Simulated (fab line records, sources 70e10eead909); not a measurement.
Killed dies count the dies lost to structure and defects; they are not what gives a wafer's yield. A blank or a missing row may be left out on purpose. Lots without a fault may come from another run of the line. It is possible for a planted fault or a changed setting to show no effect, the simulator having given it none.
fab line records | flow nand-harc
record: lots: 14 wafers: 42 last-day: 24
route steps=1159 shown P_GATE@205 P_CONTACT@217
lots untouched by any fault: they come from a run of this same line in which no faults occurred
start-h: hours from the record's first day to the start of the lot's first wafer shown | wait-h: hours from the lot's prior step to this one | " identical to the entry in the row above | L1.1+2: a single row standing in for several wafers | - no value present, or no start provided | * or withheld: withheld | < > ~ a bound
route shown NAME@n: names a module that has steps shown in the file, with the first one's number in the route | usual: mean/standard deviation taken from wafers without a fault | same: alike in all rows | chamber/n: place in a boat | sites: readings site by site | _std_site: standard deviation across them | _edge_site: mean of outer sites minus mean of inner sites | radius-mm: how far each site lies from the wafer's centre | mask NAME#n: copy n | behind: tool/chamber where the wafer was last shaped | hold: why the lot went on hold/how many hours it stayed there/how the hold came to an end | device: transistor that didn't switch, given as n, p or np | end of line: the tests these same wafers got at the end of their route | for a step that has no rows: nothing shown but its recipe | killed: count of dies lost to structure and defects at first sort (not the wafer's yield) | map: a wafer's dies, marking killed ones x, the rest . and places with no die _
set.NAME: setting as actually run; set.NAME@STEP: the setting as run at that earlier step | model.NAME: the simulator's own value behind a step, which no gauge read
the route's steps for a sample of lots (tables are steps, rows are wafers)
services: when a tool's chamber went out of use (start-h, in hours from the record's first day, below 0 if earlier), for how many hours, and the reason
== steps ==
step: NHARC_P_GATE_STRIP_95
recipe: power-w: 1500 temp-c: 250 chemistry: O2
usual: drypump-motor-current-A: 5.7/0.33 heater-power-w: 352/42
columns lot.wafer tool chamber start-h wait-h drypump-motor-current-A heater-power-w rf-hours-counter-h
L504.2 plasma-asher-02 1 117.34 0.5 5.3 330 38
L504.3 " 1 " " 5.3 329 -
L504.5 " 1 " " 5.3 327 -
L505.2 plasma-asher-01 0 119.30 0.6 6.0 322 4
L505.3 " 1 " " 5.4 330 -
L505.6 " 0 " " 6.0 316 -
L506.2 plasma-asher-02 0 125.68 0.5 6.0 426 41
L506.3 " 0 " " 6.0 426 -
L506.5 " 0 " " 6.0 418 -
L507.2 plasma-asher-02 0 127.21 0.6 6.0 412 42
L507.3 " 0 " " 6.0 427 -
L507.5 " 1 " " 5.3 327 -
L509.2 plasma-asher-01 1 136.21 0.6 5.4 331 10
L509.5 " 1 " " 5.5 327 -
L509.6 " 0 " " 6.1 314 -
L508.3 plasma-asher-02 1 137.07 0.4 5.3 323 -
L508.4 " 0 " " 6.0 421 -
L508.5 " 0 " " 6.0 419 -
L510.2 plasma-asher-02 0 145.05 0.6 6.0 427 49
L510.4 " 1 " " 5.3 325 -
L510.6 " 1 " " 5.3 324 -
L516.1 plasma-asher-01 0 184.39 0.5 6.0 313 23
L516.3 " 0 " " 6.0 318 -
L516.6 " 0 " " 6.0 325 -
L520.2 plasma-asher-02 1 209.32 0.6 5.3 336 7
L520.3 " 1 " " 5.3 340 -
L520.6 " 0 " " 6.0 406 -
L521.2 plasma-asher-02 0 210.10 0.6 6.0 399 8
L521.3 " 0 " " 6.0 389 -
L521.6 " 1 " " 5.3 335 -
L523.4 plasma-asher-01 1 220.06 0.4 5.4 326 -
L523.3 " 0 " " 6.0 323 -
L523.5 " 1 " " 5.4 325 -
L522.2 plasma-asher-02 1 220.49 0.5 5.3 335 12
L522.3 " 1 " " 5.3 336 -
L522.5 " 0 " " 6.0 393 -
L524.1 plasma-asher-01 1 235.89 0.6 5.4 326 41
L524.2 " 0 " " 6.0 315 41
L524.4 " 0 " " 6.0 312 -
L526.2 plasma-asher-02 0 247.65 0.6 6.0 390 17
L526.5 " 0 " " 6.0 396 -
L526.6 " 1 " " 5.3 332 -
step: NHARC_P_CONTACT_DEP_30
recipe: target-thk-a: 300 temp-c: 400 target-thk-nm: 30 flow-sccm: 200 rf-w: 450 material: SiNx
usual: heater-power-w: 737/140
columns lot.wafer tool chamber start-h wait-h heater-power-w
L504.3 pecvd-04 0 119.25 0.1 803
L504.2 " 1 " " 802
L504.5 " 2 " " 680
L505.3 pecvd-02 1 121.40 0.3 619
L505.2 " 2 " " 532
L505.6 " 0 " " 744
L506.2 pecvd-03 0 127.91 0.2 623
L506.3 " 1 " " 627
L506.5 " 1 " " 626
L507.3 pecvd-03 1 129.12 0.1 676
L507.2 " 0 " " 586
L507.5 " 1 " " 701
L509.2 pecvd-04 2 138.17 0.1 751
L509.5 " 1 " " 749
L509.6 " 2 " " 744
L508.3 pecvd-03 0 138.97 0.1 694
L508.5 " 1 " " 588
L508.4 " 2 " " 1067
L508.3 pecvd-03 0 139.43 - 680
L508.5 " 1 " " 596
L508.4 " 2 " " 1074
L510.2 pecvd-02 1 147.38 0.5 668
L510.6 " 2 " " 480
L510.4 " 1 " " 649
L510.2 pecvd-02 1 148.32 - 674
L510.6 " 2 " " 476
L510.4 " 1 " " 663
L516.3 pecvd-03 0 186.68 0.3 704
L516.1 " 1 " " 635
L516.6 " 0 " " 706
L520.3 pecvd-02 2 211.21 0.1 506
L520.2 " 0 " " 730
L520.6 " 2 " " 497
L521.2 pecvd-04 0 212.16 0.1 769
L521.3 " 1 " " 728
L521.6 " 0 " " 757
L523.3 pecvd-04 2 221.96 0.1 683
L523.5 " 2 " " 686
L523.4 " 1 " " 775
L522.3 pecvd-02 1 222.37 0.1 749
L522.2 " 2 " " 523
L522.5 " 2 " " 510
L524.2 pecvd-03 2 237.93 0.1 1032
L524.1 " 0 " " 692
L524.4 " 1 " " 553
L526.2 pecvd-04 2 249.55 0.1 803
L526.5 " 2 " " 803
L526.6 " 0 " " 806
step: NHARC_P_CONTACT_DEP_00
recipe: target-thk-a: 5000 temp-c: 400 pressure-torr: 6.5 rf-w: 900 teos-flow-sccm: 161.4 flow-sccm: 2650 target-thk-nm: 500 gas: O2 material: SiO2
usual: chamber-pressure-Torr: 6.500/0.014 heater-power-w: 591/130 throttle-valve-pct: 15.7/0.57
columns lot.wafer tool chamber start-h wait-h chamber-pressure-Torr heater-power-w throttle-valve-pct
L504.3 pecvd-04 0 - - 6.523 623 16.3
L504.2 " 1 " " 6.503 651 16.1
L504.5 " 2 " " 6.496 614 15.4
L505.3 pecvd-02 1 - - 6.499 550 16.0
L505.2 " 2 " " 6.488 320 15.6
L505.6 " 0 " " 6.523 615 15.5
L506.2 pecvd-03 0 - - 6.497 508 14.5
L506.3 " 1 " " 6.504 509 16.0
L506.5 " 1 " " 6.476 514 15.8
L507.3 pecvd-03 1 - - 6.529 493 15.8
L507.2 " 0 " " 6.515 538 14.9
L507.5 " 1 " " 6.527 502 15.8
L509.2 pecvd-04 2 - - 6.500 637 15.6
L509.5 " 1 " " 6.501 567 16.4
L509.6 " 2 " " 6.486 660 15.6
L508.3 pecvd-03 0 - - 6.492 494 14.7
L508.5 " 1 " " 6.489 485 15.5
L508.4 " 2 " " 6.497 869 15.7
L510.2 pecvd-02 1 - - 6.484 536 16.1
L510.6 " 2 " " 6.497 377 15.8
L510.4 " 1 " " 6.486 550 16.1
L516.3 pecvd-03 0 - - 6.521 550 14.8
L516.1 " 1 " " 6.504 544 15.7
L516.6 " 0 " " 6.494 556 14.9
L520.3 pecvd-02 2 - - 6.478 358 15.5
L520.2 " 0 " " 6.465 619 14.9
L520.6 " 2 " " 6.531 368 15.4
L521.2 pecvd-04 0 - - 6.474 611 16.4
L521.3 " 1 " " 6.480 552 16.4
L521.6 " 0 " " 6.499 635 16.5
L523.3 pecvd-04 2 - - 6.499 574 15.2
L523.5 " 2 " " 6.510 608 15.0
L523.4 " 1 " " 6.493 652 16.3
L522.3 pecvd-02 1 - - 6.490 590 16.4
L522.2 " 2 " " 6.519 309 15.4
L522.5 " 2 " " 6.508 333 15.2
L524.2 pecvd-03 2 - - 6.490 882 15.8
L524.1 " 0 " " 6.494 553 14.9
L524.4 " 1 " " 6.468 501 15.8
L526.2 pecvd-04 2 - - 6.494 599 15.4
L526.5 " 2 " " 6.489 605 15.2
L526.6 " 0 " " 6.523 653 16.6
step: NHARC_P_CONTACT_ALD_22
recipe: target-thk-a: 30 pulse-time-s: 1 ald-cycles: 150 temp-c: 450 material: TiN
usual: heater-power-w: 1059/150 precursor-pulse-height-rel: 0.996/0.022
columns lot.wafer tool chamber start-h wait-h heater-power-w precursor-pulse-height-rel
L504.3 ald-metal-04 0 123.04 - 1003 1.019
L504.2 " 1 " " 1139 1.021
L504.5 " 2 " " 940 0.988
L505.3 ald-metal-02 2 125.09 - 992 1.019
L505.2 " 0 " " 844 0.965
L505.6 " 2 " " 1026 0.968
L506.3 ald-metal-01 3 131.48 - 1353 0.973
L506.2 " 0 " " 951 1.000
L506.5 " 2 " " 1046 0.959
L507.2 ald-metal-04 1 132.69 - 1157 0.975
L507.3 " 3 " " 1141 1.045
L507.5 " 0 " " 987 0.990
L509.2 ald-metal-02 0 141.72 - 828 0.995
L509.5 " 0 " " 829 1.038
L509.6 " 1 " " 1119 1.030
L508.4 ald-metal-04 0 143.00 - 996 1.055
L508.3 " 2 " " 962 0.995
L508.5 " 3 " " 1171 1.032
L510.4 ald-metal-02 3 152.23 - 955 0.980
L510.2 " 0 " " 831 1.018
L510.6 " 2 " " 1013 1.014
L516.3 ald-metal-04 0 190.27 - 1009 1.002
L516.1 " 1 " " 1199 0.977
L516.6 " 1 " " 1196 1.019
L520.2 ald-metal-02 0 214.90 - 921 1.002
L520.3 " 2 " " 1020 1.007
L520.6 " 0 " " 934 0.978
L521.3 ald-metal-01 3 215.65 - 1341 1.013
L521.2 " 0 " " 984 1.000
L521.6 " 0 " " 945 0.988
L523.3 ald-metal-01 0 225.47 - 954 0.992
L523.4 " 3 " " 1339 1.008
L523.5 " 0 " " 962 0.973
L522.2 ald-metal-02 1 225.86 - 1075 0.985
L522.3 " 3 " " 1018 1.012
L522.5 " 1 " " 1098 1.021
L524.2 ald-metal-04 1 242.76 - 1165 1.001
L524.1 " 2 " " 975 0.969
L524.4 " 3 " " 1267 1.027
L526.2 ald-metal-02 2 253.39 - 1027 0.964
L526.5 " 3 " " 999 1.000
L526.6 " 0 " " 889 1.000
== services ==
columns tool chamber start-h hours kind
plasma-asher-01 - 99.23 9.0 pm
pecvd-03 0 101.09 9.0 repair
ald-metal-01 - 102.00 10.0 pm
pecvd-03 0 110.46 8.2 repair
pecvd-03 - 111.00 13.0 pm
pecvd-03 1 111.00 13.0 vent-cycle
pecvd-03 2 111.00 13.0 vent-cycle
pecvd-03 0 124.00 - clean
pecvd-03 1 124.00 - clean
pecvd-03 2 124.00 - clean
ald-metal-04 - 126.76 0.8 repair
ald-metal-01 3 141.74 8.1 repair
pecvd-02 - 153.00 13.0 pm
plasma-asher-01 - 164.29 6.1 repair
pecvd-03 1 168.71 2.0 repair
ald-metal-04 2 181.26 24.5 repair
plasma-asher-02 - 183.76 9.0 pm
ald-metal-02 - 186.00 10.0 pm
pecvd-03 - 191.38 0.8 repair
plasma-asher-02 - 195.00 1.2 repair
pecvd-04 - 196.68 13.0 pm
pecvd-04 0 196.68 13.0 vent-cycle
ald-metal-04 - 228.00 10.0 pm
ald-metal-04 3 246.43 30.9 repair
== key ==
first-sign: step: NHARC_P_CONTACT_DEP_30 reading: visit direction: added
effect none on later readings
met-at NHARC_P_CONTACT_DEP_30
struck-lots L508,L510
sort-left-out L508.3,L508.4,L508.5,L510.2,L510.4,L510.6
tester-left-out L508,L510
not-acting-at NHARC_P_GATE_STRIP_95,NHARC_P_CONTACT_DEP_00,NHARC_P_CONTACT_ALD_22
fault: kind: repeated-step-whole tool: pecvd-02,pecvd-03,pecvd-04 chamber: - onset-h: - steps: NHARC_P_CONTACT_DEP_30 times: 1 scope: struck-lots-only
tester-left-out: of these lots the tester's yield and bins aren't shown, on N5 and GAA mostly nor the transistor test; their killed dies are dies lost to structure and defects alone, not to doping, threshold or leakage, so they don't give the yield
sort-left-out: the simulated sort isn't trusted on such a fault, so these wafers' sort isn't shown, and their yield isn't known
